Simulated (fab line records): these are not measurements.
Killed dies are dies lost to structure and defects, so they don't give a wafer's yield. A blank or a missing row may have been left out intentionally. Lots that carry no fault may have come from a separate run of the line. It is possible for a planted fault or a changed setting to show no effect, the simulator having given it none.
fab line records + flow nandHarc
record:
- lots: 10
- wafers: 30
- lastDay: 24
route steps=1159 shown A_STAIRCASE@646 END@1159
lots that met no fault: from a run of the same line without faults
startH: hours from the record's first day to the start of the lot's first wafer shown + waitH: hours since the lot's step before + " repeats the value in the row above + L1.1+2: a single row standing in for several wafers + - no value present, or no start provided + * or withheld: withheld + < > ~ a bound
route shown NAME@n: NAME is a module with steps in the file, n the number in the route of the first one + usual: mean/standard deviation of fault-free wafers + same: alike in all rows + chamber/n: place in a boat + sites: the reading at each site + _std_site: their standard deviation + _edge_site: the outer-site mean with the inner-site mean subtracted + radiusMm: for every site, how far away it sits from the centre of the wafer + mask NAME#n: copy n + behind: tool/chamber where the wafer was last shaped + hold: why the lot was held/for how many hours/how that ended + device: whichever transistor did not switch (one of n, p or np) + end of line: at the end of the route, the tests of the same wafers + step lacking rows: just its recipe + killed: at the first sort, the dies lost to defects and structure; wafer yield is something else + map: a wafer's dies, x killed, . not, _ none there
set.NAME: the run value of the setting; set.NAME@STEP: its run value at that earlier step + model.NAME: the simulator's own value behind a step, which no gauge read
the route's steps for a sample of lots (tables are steps, rows are wafers)
services: from which hour (startH, from the record's first day; less than 0 if before it) a tool's chamber was out of use, for how many hours, and why
== steps ==
step: NHARC_A_STAIRCASE_DESCUM_252
recipe:
- timeS: 3
- o2FlowSccm: 200
- arFlowSccm: 0
- biasPowerW: 0
- chemistry: O2
usual:
- chamberPressureMTorr: 60.00/0.057
- drypumpMotorCurrentA: 5.67/0.3
- mfcArSccm: 0.013/0.012
- o2FlowSccm: 200.1/0.63
- oesProductAu: 1.003/0.01
- rfVppV: 57.7/0.86
- showerheadPlenumPTorr: 1.87/0.08
- throttleValvePct: 11.311/0.0092
| lot.wafer | tool       | chamber | startH | waitH | chamberPressureMTorr | drypumpMotorCurrentA | mfcArSccm | o2FlowSccm | oesProductAu | rfHoursCounterH | rfVppV | showerheadPlenumPTorr | throttleValvePct |
|-----------|------------|---------|--------|-------|----------------------|----------------------|-----------|------------|--------------|-----------------|--------|-----------------------|------------------|
| L942.1    | rieDiel-11 | 1       | 252.90 | -     | 60.07                | 5.62                 | 0.010     | 200.8      | 0.998        | 17              | 56.8   | 1.80                  | 11.303           |
| L942.3    | "          | 0       | "      | "     | 60.02                | 6.16                 | 0         | 199.6      | 1.010        | 12              | 58.0   | 1.83                  | 11.322           |
| L942.6    | "          | 1       | "      | "     | 59.93                | 5.59                 | 0.010     | 199.9      | 0.987        | -               | 56.6   | 1.80                  | 11.324           |
| L947.1    | rieDiel-02 | 0       | 275.17 | -     | 60.06                | 5.10                 | 0.032     | 200.0      | 1.006        | 46              | 58.0   | 1.77                  | 11.312           |
| L947.4    | "          | 0       | "      | "     | 59.97                | 5.10                 | 0.032     | 200.0      | 0.994        | -               | 57.1   | 1.77                  | 11.310           |
| L947.6    | "          | 1       | "      | "     | 60.07                | 6.00                 | 0.012     | 200.6      | 1.011        | -               | 57.1   | 1.89                  | 11.299           |
| L950.4    | rieDiel-02 | 3       | 298.30 | -     | 60.03                | 5.69                 | 0.014     | 201.3      | 1.018        | 53              | 56.3   | 1.93                  | 11.319           |
| L950.3    | "          | 0       | "      | "     | 59.96                | 5.09                 | 0.032     | 199.6      | 1.015        | 55              | 57.1   | 1.77                  | 11.309           |
| L950.6    | "          | 2       | "      | "     | 60.02                | 5.83                 | 0         | 199.9      | 1.016        | -               | 57.3   | 1.79                  | 11.307           |
| L952.1    | rieDiel-11 | 3       | 313.23 | -     | 60.01                | 5.38                 | 0         | 200.7      | 0.998        | 35              | 57.7   | 1.99                  | 11.304           |
| L952.6    | "          | 0       | "      | "     | 59.99                | 6.12                 | 0         | 199.6      | 1.005        | -               | 56.9   | 1.82                  | 11.313           |
| L952.5    | "          | 1       | "      | "     | 60.04                | 5.61                 | 0.010     | 199.9      | 0.997        | -               | 56.7   | 1.79                  | 11.301           |
| L957.4    | rieDiel-02 | 0       | 338.07 | -     | 60.02                | 5.09                 | 0.032     | 201.0      | 1.017        | 0               | 58.5   | 2.08                  | 11.321           |
| L957.3    | "          | 1       | "      | "     | 60.02                | 6.01                 | 0.012     | 200.4      | 0.996        | 0               | 56.9   | 1.88                  | 11.312           |
| L957.6    | "          | 2       | "      | "     | 59.93                | 5.83                 | 0         | 200.6      | 1.006        | -               | 56.9   | 1.79                  | 11.305           |
| L958.4    | rieDiel-05 | 1       | 349.83 | -     | 60.07                | 5.69                 | 0.034     | 199.7      | 0.993        | 0               | 58.5   | 1.95                  | 11.306           |
| L958.2    | "          | 2       | "      | "     | 60.04                | 5.51                 | 0         | 200.9      | 1.013        | 0               | 58.6   | 1.94                  | 11.313           |
| L958.5    | "          | 1       | "      | "     | 60.01                | 5.69                 | 0.034     | 201.0      | 0.994        | -               | 58.9   | 1.95                  | 11.312           |
| L959.3    | rieDiel-11 | 2       | 350.17 | -     | 60.04                | 5.95                 | 0.011     | 200.4      | 0.986        | 56              | 58.2   | 1.81                  | 11.311           |
| L959.4    | "          | 0       | "      | "     | 59.99                | 6.10                 | 0         | 200.2      | 1.009        | 52              | 57.8   | 1.82                  | 11.326           |
| L959.5    | "          | 2       | "      | "     | 60.00                | 5.94                 | 0.011     | 200.3      | 0.993        | -               | 55.9   | 1.81                  | 11.312           |
| L960.1    | rieDiel-05 | 0       | 350.32 | -     | 60.03                | 5.62                 | 0         | 199.3      | 1.015        | 0               | 58.7   | 1.83                  | 11.315           |
| L960.4    | "          | 3       | "      | "     | 59.96                | 5.54                 | 0.030     | 200.3      | 1.016        | 0               | 59.3   | 1.98                  | 11.317           |
| L960.5    | "          | 1       | "      | "     | 60.04                | 5.71                 | 0.034     | 199.7      | 0.986        | -               | 57.4   | 1.95                  | 11.313           |
| L961.2    | rieDiel-02 | 0       | 358.02 | -     | 60.01                | 5.09                 | 0.032     | 200.9      | 1.012        | 9               | 58.9   | 2.07                  | 11.310           |
| L961.1    | "          | 3       | "      | "     | 60.03                | 5.68                 | 0.014     | 199.9      | 1.007        | 9               | 58.5   | 1.92                  | 11.295           |
| L961.5    | "          | 0       | "      | "     | 60.00                | 5.08                 | 0.032     | 201.4      | 1.015        | -               | 59.6   | 2.07                  | 11.307           |
| L965.1    | rieDiel-05 | 0       | 394.97 | -     | 60.10                | 5.61                 | 0         | 199.6      | 1.017        | 17              | 57.5   | 1.82                  | 11.305           |
| L965.5    | "          | 0       | "      | "     | 59.96                | 5.60                 | 0         | 199.0      | 1.009        | -               | 57.4   | 1.82                  | 11.311           |
| L965.6    | "          | 1       | "      | "     | 60.02                | 5.68                 | 0.034     | 199.6      | 1.000        | -               | 57.0   | 1.95                  | 11.314           |
step: NHARC_A_STAIRCASE_DESCUM_312
recipe:
- timeS: 3
- o2FlowSccm: 200
- arFlowSccm: 0
- biasPowerW: 0
- chemistry: O2
usual:
- chamberPressureMTorr: 60.00/0.051
- drypumpMotorCurrentA: 5.66/0.29
- mfcArSccm: 0.013/0.012
- o2FlowSccm: 200.0/0.6
- oesProductAu: 1.004/0.01
- rfVppV: 57.6/0.84
- showerheadPlenumPTorr: 1.89/0.09
- throttleValvePct: 11.310/0.0098
| lot.wafer | tool       | chamber | startH | waitH | chamberPressureMTorr | drypumpMotorCurrentA | mfcArSccm | o2FlowSccm | oesProductAu | rfHoursCounterH | rfVppV | showerheadPlenumPTorr | throttleValvePct |
|-----------|------------|---------|--------|-------|----------------------|----------------------|-----------|------------|--------------|-----------------|--------|-----------------------|------------------|
| L942.3    | rieDiel-05 | 1       | 262.21 | -     | 59.92                | 5.70                 | 0.034     | 200.0      | 1.012        | 32              | 56.7   | 1.96                  | 11.301           |
| L942.1    | "          | 2       | "      | "     | 59.97                | 5.49                 | 0         | 198.9      | 1.001        | 36              | 57.9   | 1.94                  | 11.298           |
| L942.6    | "          | 1       | "      | "     | 60.01                | 5.71                 | 0.034     | 199.9      | 1.009        | -               | 59.2   | 1.96                  | 11.299           |
| L947.4    | rieDiel-05 | 3       | 287.36 | -     | 60.04                | 5.55                 | 0.030     | 200.8      | 0.995        | 43              | 59.3   | 1.99                  | 11.314           |
| L947.1    | "          | 1       | "      | "     | 60.04                | 5.68                 | 0.034     | 200.1      | 1.024        | 38              | 56.5   | 1.96                  | 11.307           |
| L947.6    | "          | 0       | "      | "     | 60.02                | 5.61                 | 0         | 199.8      | 0.990        | -               | 56.4   | 1.83                  | 11.312           |
| L950.4    | rieDiel-02 | 2       | 310.85 | -     | 60.01                | 5.83                 | 0         | 200.0      | 1.014        | 55              | 56.2   | 1.79                  | 11.302           |
| L950.3    | "          | 1       | "      | "     | 60.01                | 6.01                 | 0.012     | 199.9      | 1.016        | 59              | 57.7   | 1.89                  | 11.301           |
| L950.6    | "          | 2       | "      | "     | 59.95                | 5.80                 | 0         | 199.7      | 1.021        | -               | 57.6   | 1.79                  | 11.321           |
| L952.1    | rieDiel-02 | 3       | 322.52 | -     | 60.08                | 5.68                 | 0.014     | 199.4      | 1.013        | 62              | 56.7   | 1.93                  | 11.309           |
| L952.6    | "          | 0       | "      | "     | 60.01                | 5.10                 | 0.032     | 199.5      | 1.012        | -               | 57.2   | 1.76                  | 11.299           |
| L952.5    | "          | 1       | "      | "     | 60.05                | 6.03                 | 0.012     | 199.4      | 0.995        | -               | 57.2   | 1.88                  | 11.319           |
| L957.3    | rieDiel-02 | 0       | 348.96 | -     | 59.91                | 5.09                 | 0.032     | 200.2      | 1.016        | 5               | 58.0   | 2.07                  | 11.307           |
| L957.4    | "          | 2       | "      | "     | 59.95                | 5.83                 | 0         | 199.3      | 1.009        | 5               | 57.7   | 1.79                  | 11.309           |
| L957.6    | "          | 1       | "      | "     | 60.02                | 5.97                 | 0.012     | 200.4      | 0.993        | -               | 57.4   | 1.88                  | 11.318           |
| L958.4    | rieDiel-02 | 0       | 361.41 | -     | 60.04                | 5.09                 | 0.032     | 199.9      | 1.019        | 9               | 58.3   | 2.07                  | 11.306           |
| L958.2    | "          | 1       | "      | "     | 60.05                | 6.01                 | 0.012     | 200.8      | 1.013        | 9               | 57.1   | 1.88                  | 11.312           |
| L958.5    | "          | 0       | "      | "     | 59.90                | 5.09                 | 0.032     | 199.7      | 1.021        | -               | 60.3   | 2.07                  | 11.313           |
| L960.4    | rieDiel-02 | 0       | 363.41 | -     | 60.02                | 5.09                 | 0.032     | 201.6      | 1.006        | 10              | 57.4   | 2.07                  | 11.303           |
| L960.1    | "          | 2       | "      | "     | 59.92                | 5.84                 | 0         | 200.5      | 1.004        | 10              | 57.2   | 1.79                  | 11.306           |
| L960.5    | "          | 3       | "      | "     | 59.98                | 5.69                 | 0.014     | 200.2      | 1.003        | -               | 58.6   | 1.92                  | 11.300           |
| L959.3    | rieDiel-02 | 0       | 364.70 | -     | 60.03                | 5.08                 | 0.032     | 200.6      | 1.022        | 10              | 58.9   | 2.07                  | 11.316           |
| L959.4    | "          | 2       | "      | "     | 60.07                | 5.87                 | 0         | 199.5      | 1.006        | 11              | 57.1   | 1.79                  | 11.313           |
| L959.5    | "          | 0       | "      | "     | 60.05                | 5.09                 | 0.032     | 199.6      | 1.020        | -               | 57.3   | 2.07                  | 11.324           |
| L961.1    | rieDiel-02 | 2       | 372.90 | -     | 60.10                | 5.83                 | 0         | 199.9      | 1.005        | 13              | 57.4   | 1.79                  | 11.326           |
| L961.2    | "          | 3       | "      | "     | 60.05                | 5.65                 | 0.014     | 200.1      | 1.013        | 14              | 56.6   | 1.92                  | 11.325           |
| L961.5    | "          | 1       | "      | "     | 60.08                | 6.01                 | 0.012     | 200.0      | 1.009        | -               | 57.6   | 1.88                  | 11.317           |
| L965.1    | rieDiel-02 | 0       | 406.65 | -     | 59.99                | 5.09                 | 0.032     | 199.8      | 1.013        | 28              | 56.9   | 2.07                  | 11.304           |
| L965.6    | "          | 0       | "      | "     | 59.96                | 5.09                 | 0.032     | 201.2      | 1.020        | -               | 57.8   | 2.07                  | 11.315           |
| L965.5    | "          | 1       | "      | "     | 60.05                | 6.01                 | 0.012     | 201.2      | 0.996        | -               | 56.7   | 1.88                  | 11.297           |
step: NHARC_A_STAIRCASE_HM_OPEN_463
recipe:
- o2FlowSccm: 400
- cosFlowSccm: 20
- arFlowSccm: 0
- rfW: 500
- biasW: 300
- chemistry: O2/COS
usual:
- biasW: 300.0/1
- chamberPressureMTorr: 19.999/0.019
- drypumpMotorCurrentA: 5.6/0.31
- mfcArSccm: 0.014/0.013
- o2FlowSccm: 399.7/1.2
- oesProductAu: 1.004/0.011
- rfFwdPowerW: 499.0/1.3
- rfVppV: 467/3
- showerheadPlenumPTorr: 3.10/0.14
- throttleValvePct: 28.330/0.009
| lot.wafer | tool       | chamber | startH | waitH | biasW | chamberPressureMTorr | drypumpMotorCurrentA | mfcArSccm | o2FlowSccm | oesProductAu | rfFwdPowerW | rfHoursCounterH | rfVppV | showerheadPlenumPTorr | throttleValvePct |
|-----------|------------|---------|--------|-------|-------|----------------------|----------------------|-----------|------------|--------------|-------------|-----------------|--------|-----------------------|------------------|
| L942.3    | rieDiel-05 | 1       | 262.65 | -     | 301.2 | 20.006               | 5.7                  | 0.034     | 399.8      | 0.996        | 501.8       | 32              | 468    | 3.19                  | 28.330           |
| L942.1    | "          | 2       | "      | "     | 301.4 | 20.012               | 5.5                  | 0         | 398.2      | 0.990        | 497.4       | 36              | 468    | 3.17                  | 28.332           |
| L942.6    | "          | 2       | "      | "     | 300.2 | 19.991               | 5.5                  | 0         | 398.4      | 0.990        | 497.8       | -               | 467    | 3.17                  | 28.337           |
| L947.1    | rieDiel-05 | 2       | 287.57 | -     | 299.4 | 19.999               | 5.5                  | 0         | 398.7      | 0.996        | 498.7       | 44              | 468    | 3.17                  | 28.341           |
| L947.4    | "          | 1       | "      | "     | 300.2 | 19.993               | 5.7                  | 0.034     | 401.4      | 1.008        | 496.9       | 38              | 470    | 3.19                  | 28.327           |
| L947.6    | "          | 3       | "      | "     | 300.2 | 20.015               | 5.6                  | 0.030     | 397.1      | 1.006        | 502.2       | -               | 469    | 3.24                  | 28.330           |
| L950.3    | rieDiel-02 | 3       | 311.08 | -     | 299.5 | 19.989               | 5.7                  | 0.014     | 400.9      | 1.008        | 498.0       | 58              | 469    | 3.15                  | 28.328           |
| L950.4    | "          | 2       | "      | "     | 301.0 | 20.022               | 5.8                  | 0         | 399.3      | 1.021        | 499.4       | 55              | 463    | 2.94                  | 28.314           |
| L950.6    | "          | 0       | "      | "     | 298.0 | 20.009               | 5.1                  | 0.032     | 400.0      | 1.009        | 497.9       | -               | 462    | 2.89                  | 28.329           |
| L952.1    | rieDiel-02 | 1       | 322.83 | -     | 299.9 | 20.000               | 6.0                  | 0.012     | 399.9      | 1.011        | 497.5       | 63              | 467    | 3.08                  | 28.340           |
| L952.6    | "          | 2       | "      | "     | 299.8 | 20.016               | 5.9                  | 0         | 398.6      | 1.024        | 499.3       | -               | 462    | 2.93                  | 28.339           |
| L952.5    | "          | 3       | "      | "     | 300.5 | 19.994               | 5.6                  | 0.014     | 398.9      | 1.024        | 496.6       | -               | 469    | 3.14                  | 28.336           |
| L957.4    | rieDiel-02 | 0       | 349.16 | -     | 299.9 | 19.989               | 5.1                  | 0.032     | 397.9      | 1.023        | 500.1       | 5               | 472    | 3.37                  | 28.335           |
| L957.3    | "          | 1       | "      | "     | 301.1 | 19.963               | 6.0                  | 0.012     | 400.0      | 1.005        | 498.3       | 5               | 467    | 3.07                  | 28.324           |
| L957.6    | "          | 0       | "      | "     | 300.9 | 19.993               | 5.1                  | 0.032     | 398.8      | 1.028        | 499.0       | -               | 472    | 3.37                  | 28.326           |
| L958.4    | rieDiel-02 | 0       | 361.63 | -     | -     | -                    | -                    | -         | -          | -            | -           | -               | -      | -                     | -                |
| L958.2    | "          | 1       | "      | "     | -     | -                    | -                    | -         | -          | -            | -           | -               | -      | -                     | -                |
| L958.5    | "          | 0       | "      | "     | -     | -                    | -                    | -         | -          | -            | -           | -               | -      | -                     | -                |
| L960.1    | rieDiel-02 | 0       | 363.64 | -     | -     | -                    | -                    | -         | -          | -            | -           | -               | -      | -                     | -                |
| L960.4    | "          | 2       | "      | "     | -     | -                    | -                    | -         | -          | -            | -           | -               | -      | -                     | -                |
| L960.5    | "          | 3       | "      | "     | -     | -                    | -                    | -         | -          | -            | -           | -               | -      | -                     | -                |
| L959.4    | rieDiel-02 | 1       | 365.06 | -     | -     | -                    | -                    | -         | -          | -            | -           | -               | -      | -                     | -                |
| L959.3    | "          | 2       | "      | "     | -     | -                    | -                    | -         | -          | -            | -           | -               | -      | -                     | -                |
| L959.5    | "          | 1       | "      | "     | -     | -                    | -                    | -         | -          | -            | -           | -               | -      | -                     | -                |
| L961.1    | rieDiel-02 | 3       | 373.10 | -     | 300.1 | 19.972               | 5.7                  | 0.014     | 399.2      | 1.008        | 499.3       | 14              | 467    | 3.14                  | 28.329           |
| L961.2    | "          | 2       | "      | "     | 301.1 | 19.980               | 5.8                  | 0         | 399.5      | 0.993        | 497.4       | 13              | 464    | 2.93                  | 28.339           |
| L961.5    | "          | 3       | "      | "     | 299.9 | 19.988               | 5.7                  | 0.014     | 397.7      | 1.012        | 499.2       | -               | 467    | 3.14                  | 28.323           |
| L965.1    | rieDiel-02 | 3       | 406.85 | -     | 300.7 | 19.972               | 5.7                  | 0.014     | 400.0      | 1.012        | 498.2       | 27              | 467    | 3.13                  | 28.323           |
| L965.6    | "          | 3       | "      | "     | 300.8 | 19.987               | 5.6                  | 0.014     | 400.0      | 0.994        | 498.7       | -               | 467    | 3.13                  | 28.329           |
| L965.5    | "          | 0       | "      | "     | 300.2 | 19.992               | 5.1                  | 0.032     | 401.1      | 1.023        | 499.0       | -               | 474    | 3.36                  | 28.328           |
step: NHARC_A_STAIRCASE_ETCH_315
recipe:
- targetDepthA: 25000
- timeS: 607.1
- ionEnergyEv: 800
- c4f8FlowSccm: 80
- o2FlowSccm: 60
- arFlowSccm: withheld
- rfW: 600
- biasW: 3000
- chemistry: C4F8/O2/Ar
usual:
- chamberPressureMTorr: 25.001/0.023
- oesProductAu: 0.934/0.011
- rfFwdPowerW: 599.1/1.8
- rfVppV: 1824/12
| lot.wafer | tool       | chamber | startH | waitH | chamberPressureMTorr | oesProductAu | rfFwdPowerW | rfHoursCounterH | rfVppV |
|-----------|------------|---------|--------|-------|----------------------|--------------|-------------|-----------------|--------|
| L942.1    | rieDiel-05 | 0       | -      | -     | 25.015               | 0.904        | 601.2       | 32              | 1816   |
| L942.3    | "          | 1       | "      | "     | 24.995               | 0.925        | 596.4       | 33              | 1834   |
| L942.6    | "          | 0       | "      | "     | 25.007               | 0.917        | 599.4       | -               | 1816   |
| L947.1    | rieDiel-05 | 1       | -      | -     | 24.959               | 0.949        | 599.9       | 39              | 1832   |
| L947.4    | "          | 2       | "      | "     | 25.011               | 0.934        | 598.1       | 44              | 1832   |
| L947.6    | "          | 3       | "      | "     | 25.008               | 0.923        | 598.7       | -               | 1837   |
| L950.3    | rieDiel-02 | 3       | -      | -     | 25.039               | 0.938        | 600.4       | 59              | 1828   |
| L950.4    | "          | 2       | "      | "     | 24.970               | 0.938        | 596.8       | 56              | 1812   |
| L950.6    | "          | 0       | "      | "     | 24.970               | 0.938        | 599.2       | -               | 1807   |
| L952.1    | rieDiel-02 | 3       | -      | -     | 25.011               | 0.937        | 599.0       | 62              | 1828   |
| L952.5    | "          | 0       | "      | "     | 25.028               | 0.932        | 599.4       | -               | 1808   |
| L952.6    | "          | 1       | "      | "     | 25.066               | 0.938        | 601.1       | -               | 1822   |
| L957.3    | rieDiel-02 | 0       | -      | -     | 25.039               | 0.945        | 598.6       | 5               | 1847   |
| L957.4    | "          | 1       | "      | "     | 24.984               | 0.925        | 597.4       | 5               | 1823   |
| L957.6    | "          | 0       | "      | "     | 25.011               | 0.944        | 595.3       | -               | 1846   |
| L958.2    | rieDiel-02 | 1       | -      | -     | 25.012               | 0.940        | 599.2       | 9               | 1823   |
| L958.4    | "          | 2       | "      | "     | 25.008               | 0.935        | 600.5       | 10              | 1810   |
| L958.5    | "          | 3       | "      | "     | 24.952               | 0.928        | 601.1       | -               | 1827   |
| L960.1    | rieDiel-02 | 2       | -      | -     | 24.988               | 0.934        | 600.6       | 10              | 1810   |
| L960.4    | "          | 1       | "      | "     | 24.987               | 0.942        | 597.3       | 10              | 1824   |
| L960.5    | "          | 3       | "      | "     | 24.993               | 0.946        | 599.0       | -               | 1829   |
| L959.4    | rieDiel-02 | 3       | -      | -     | 24.976               | 0.934        | 602.3       | 12              | 1826   |
| L959.3    | "          | 1       | "      | "     | 24.995               | 0.923        | 598.2       | 11              | 1824   |
| L959.5    | "          | 3       | "      | "     | 25.011               | 0.932        | 597.5       | -               | 1829   |
| L961.1    | rieDiel-02 | 0       | -      | -     | 24.950               | 0.958        | 597.8       | 13              | 1845   |
| L961.2    | "          | 1       | "      | "     | 25.011               | 0.927        | 598.2       | 13              | 1823   |
| L961.5    | "          | 1       | "      | "     | 25.019               | 0.928        | 599.1       | -               | 1821   |
| L965.1    | rieDiel-02 | 3       | -      | -     | 25.004               | 0.921        | 598.9       | 27              | 1827   |
| L965.6    | "          | 0       | "      | "     | 25.018               | 0.948        | 598.8       | -               | 1845   |
| L965.5    | "          | 1       | "      | "     | 24.995               | 0.934        | 600.8       | -               | 1823   |
step: NHARC_END_SORT_01
recipe:
- tempC: 25
usual:
- killedAtArray: 29/11
- killedAtOther: 0.7/1.1
- killedAtPeriphery: 3.1/2
- killedDies: 33/11
- killedOpen: 3.5/1.8
- killedShort: 2.0/1.4
same:
- grossDies: 677
| lot.wafer | tool      | chamber | startH | waitH | killedAtArray | killedAtOther | killedAtPeriphery | killedDies | killedOpen | killedShort |
|-----------|-----------|---------|--------|-------|---------------|---------------|-------------------|------------|------------|-------------|
| L958.2    | prober-01 | 0       | 547.38 | 2.8   | 673           | 0             | 4                 | 677        | 2          | 1           |
| L958.4    | prober-01 | 0       | 548.99 | 3.4   | 671           | 0             | 6                 | 677        | 5          | 1           |
| L958.5    | prober-01 | 0       | 549.80 | 3.7   | 672           | 0             | 5                 | 677        | 1          | 2           |
| L959.3    | prober-01 | 0       | 556.05 | 3.1   | 672           | 0             | 5                 | 677        | 2          | 2           |
| L959.4    | prober-01 | 0       | 556.85 | 3.4   | 676           | 0             | 1                 | 677        | 3          | 2           |
| L959.5    | prober-01 | 0       | 557.65 | 3.7   | 671           | 4             | 2                 | 677        | 3          | 2           |
| L960.1    | prober-02 | 0       | 561.53 | 2.5   | 673           | 2             | 2                 | 677        | 5          | 3           |
| L960.4    | prober-02 | 0       | 563.93 | 3.4   | 677           | 0             | 0                 | 677        | 1          | 1           |
| L960.5    | prober-02 | 0       | 564.73 | 3.7   | 674           | 1             | 2                 | 677        | 1          | 1           |
killed by level:class
L958.2 A_STAIRCASE:areaOpen=614 A_CHANNEL_HOLE_D1:chamberFilmFlake=25 A_STAIRCASE:chamberFilmFlake=15 A_SLIT:chamberFilmFlake=12 P_GATE:chamberFilmFlake=2 A_WL_FILL:geometricParticle:short=1 A_CONTACT:geometricParticle:open=1 A_BLC:geometricParticle:open=1
L958.4 A_STAIRCASE:areaOpen=614 A_CHANNEL_HOLE_D1:chamberFilmFlake=23 A_SLIT:chamberFilmFlake=15 A_STAIRCASE:chamberFilmFlake=9 A_CHANNEL_FILL_D1:geometricParticle:open=3 A_CONTACT:chamberFilmFlake=3 P_STI:chamberFilmFlake=2 P_M1:chamberFilmFlake=2
L958.5 A_STAIRCASE:areaOpen=631 A_CHANNEL_HOLE_D1:chamberFilmFlake=12 A_SLIT:chamberFilmFlake=12 A_STAIRCASE:chamberFilmFlake=8 P_STI:chamberFilmFlake=3 A_CONTACT:chamberFilmFlake=2 A_WL_FILL:geometricParticle:short=1 A_M0:geometricParticle:short=1
L959.3 A_STAIRCASE:areaOpen=623 A_CHANNEL_HOLE_D1:chamberFilmFlake=22 A_SLIT:chamberFilmFlake=15 A_STAIRCASE:chamberFilmFlake=5 A_CONTACT:chamberFilmFlake=5 P_GATE:chamberFilmFlake=3 P_M0:geometricParticle:short=1 P_BONDPAD:geometricParticle:open=1
L959.4 A_STAIRCASE:areaOpen=622 A_CHANNEL_HOLE_D1:chamberFilmFlake=25 A_SLIT:chamberFilmFlake=13 A_CONTACT:chamberFilmFlake=6 A_M0:geometricParticle:short=2 A_STAIRCASE:chamberFilmFlake=2 A_WL_FILL:chamberFilmFlake=2 A_ONON_D1:geometricParticle:open=1
L959.5 A_STAIRCASE:areaOpen=631 A_CHANNEL_HOLE_D1:chamberFilmFlake=21 A_SLIT:chamberFilmFlake=10 A_STAIRCASE:chamberFilmFlake=4 THIN_TSV:chamberFilmFlake=3 A_CONTACT:geometricParticle:open=2 P_GATE:chamberFilmFlake=2 A_ONON_D1:geometricParticle:open=1
L960.1 A_STAIRCASE:areaOpen=654 A_CHANNEL_HOLE_D1:chamberFilmFlake=6 A_STAIRCASE:chamberFilmFlake=5 A_CHANNEL_FILL_D1:geometricParticle:open=3 A_M0:geometricParticle:short=2 THIN_TSV:chamberFilmFlake=2 P_GATE:geometricParticle:open=1 A_ONON_D1:geometricParticle:open=1
L960.4 A_STAIRCASE:areaOpen=669 A_CHANNEL_HOLE_D1:chamberFilmFlake=3 A_STAIRCASE:chamberFilmFlake=3 A_CHANNEL_FILL_D1:geometricParticle:open=1 A_CONTACT:geometricParticle:short=1
L960.5 A_STAIRCASE:areaOpen=659 A_CHANNEL_HOLE_D1:chamberFilmFlake=10 P_GATE:chamberFilmFlake=2 A_STAIRCASE:chamberFilmFlake=2 A_BLC:geometricParticle:open=1 A_M0:geometricParticle:short=1 A_ZERO_WELL:chamberFilmFlake=1 THIN_TSV:chamberFilmFlake=1
== services ==
| tool       | chamber | startH | hours | kind   |
|------------|---------|--------|-------|--------|
| rieDiel-11 | 3       | 230.67 | 8.3   | repair |
| rieDiel-11 | 0       | 231.29 | 6.4   | repair |
| rieDiel-02 | 0       | 233.39 | -     | clean  |
| rieDiel-02 | 1       | 233.39 | -     | clean  |
| rieDiel-02 | 2       | 233.39 | -     | clean  |
| rieDiel-02 | 3       | 233.39 | -     | clean  |
| rieDiel-02 | 0       | 258.37 | -     | clean  |
| rieDiel-02 | 1       | 258.37 | -     | clean  |
| rieDiel-02 | 2       | 258.37 | -     | clean  |
| rieDiel-02 | 3       | 258.37 | -     | clean  |
| rieDiel-02 | 2       | 274.32 | 1.4   | repair |
| rieDiel-11 | 3       | 278.25 | 3.4   | repair |
| rieDiel-02 | 0       | 283.32 | -     | clean  |
| rieDiel-05 | 0       | 294.72 | 5.7   | repair |
| rieDiel-02 | 0       | 303.23 | 3.9   | repair |
| rieDiel-05 | 1       | 305.50 | 14.4  | repair |
| rieDiel-11 | 3       | 319.62 | 27.1  | repair |
| rieDiel-11 | 2       | 319.79 | 1.4   | repair |
| rieDiel-02 | -       | 327.82 | 9.0   | pm     |
| rieDiel-05 | -       | 340.70 | 9.0   | pm     |
| rieDiel-05 | -       | 352.65 | 0.9   | repair |
| rieDiel-11 | -       | 367.18 | 9.0   | pm     |
| rieDiel-05 | 3       | 381.74 | 12.5  | repair |
| rieDiel-02 | 2       | 393.04 | 4.7   | repair |
== key ==
firstSign:
- step: NHARC_A_STAIRCASE_HM_OPEN_463
- reading: toolRecord
- direction: missing
effect:
- step: NHARC_END_SORT_01
- reading: killedDies
- direction: up
- sigmas: 61
- usual: 33
- struck: 677
moreKillsBornAt:
- NHARC_A_STAIRCASE_HM_OPEN_463@rieDiel-02: 5717
metAt NHARC_A_STAIRCASE_HM_OPEN_463
struckLots L958,L959,L960
laterRowsLeftOut L958.2,L958.4,L958.5,L959.3,L959.4,L959.5,L960.1,L960.4,L960.5
testerLeftOut L958,L959,L960
notActingAt NHARC_A_STAIRCASE_DESCUM_252,NHARC_A_STAIRCASE_DESCUM_312,NHARC_A_STAIRCASE_ETCH_315
onsetBetween 349.16 361.63
fault:
- kind: skippedStepWhole
- tool: rieDiel-02
- chamber: -
- onsetH: 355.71
- steps: NHARC_A_STAIRCASE_HM_OPEN_463
- scope: struckLotsOnly
testerLeftOut: of these lots the tester's yield and bins aren't shown, on N5 and GAA mostly nor the transistor test; their killed dies are dies lost to structure and defects alone, not to doping, threshold or leakage, so they don't give the yield
laterRowsLeftOut: the simulator's readings of these wafers behind a module that went badly wrong aren't trusted and aren't shown, but for the sort
